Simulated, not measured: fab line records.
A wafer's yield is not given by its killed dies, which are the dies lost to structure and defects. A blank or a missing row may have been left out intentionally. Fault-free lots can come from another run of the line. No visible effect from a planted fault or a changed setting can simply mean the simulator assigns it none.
Chamber matching | flow n5_finfet | 3 sister chambers for N5_BEOL_M12_DEP_53 on pecvd-02
The step deposits SiCN from 3MS/NH3, target thk 30 nm, time 10.5 s. 3 wafers are shown with their chamber, then 8 later ones without.

== WAFERS WITH THEIR CHAMBER ==
wafer  | chamber | throttle_valve_pct (%)
L093.1 | 2       | 17.6
L093.3 | 1       | 17.9
L093.4 | 0       | 17.0

== WAFERS WHOSE CHAMBER IS MISSING ==
wafer  | throttle_valve_pct (%)
L093.5 | 18.1
L093.6 | 18.1
L094.2 | 16.8
L094.3 | 18.0
L094.6 | 17.9
L096.4 | 17.9
L096.5 | 18.1
L096.6 | 17.2

== WHICH CHAMBER EACH WENT THROUGH ==
wafer  | from the rows above     | in truth
L093.5 | can't be placed: 1 or 2 | 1
L093.6 | can't be placed: 1 or 2 | 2
L094.2 | 0                       | 0
L094.3 | can't be placed: 1 or 2 | 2
L094.6 | can't be placed: 1 or 2 | 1
L096.4 | can't be placed: 1 or 2 | 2
L096.5 | can't be placed: 1 or 2 | 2
L096.6 | can't be placed: 0 or 2 | 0
Placed correctly: 1 of 8. These rows do not allow placing 7 (true chamber among the candidates in 7). Number placed wrongly: 0.
How it was worked out, from the rows above alone: a wafer's distance from a chamber is the root of the sum, over the readings, of the square of ((its reading less the chamber's mean) divided by the reading's scatter). If the next closest chamber is less than 2 further off than the closest, the wafer can't be placed; otherwise it belongs to the closest. The mean given for a chamber averages the wafers shown for that chamber. The scatter: root of mean squared gap, hidden wafer to nearest shown wafer, with one shown wafer a chamber.
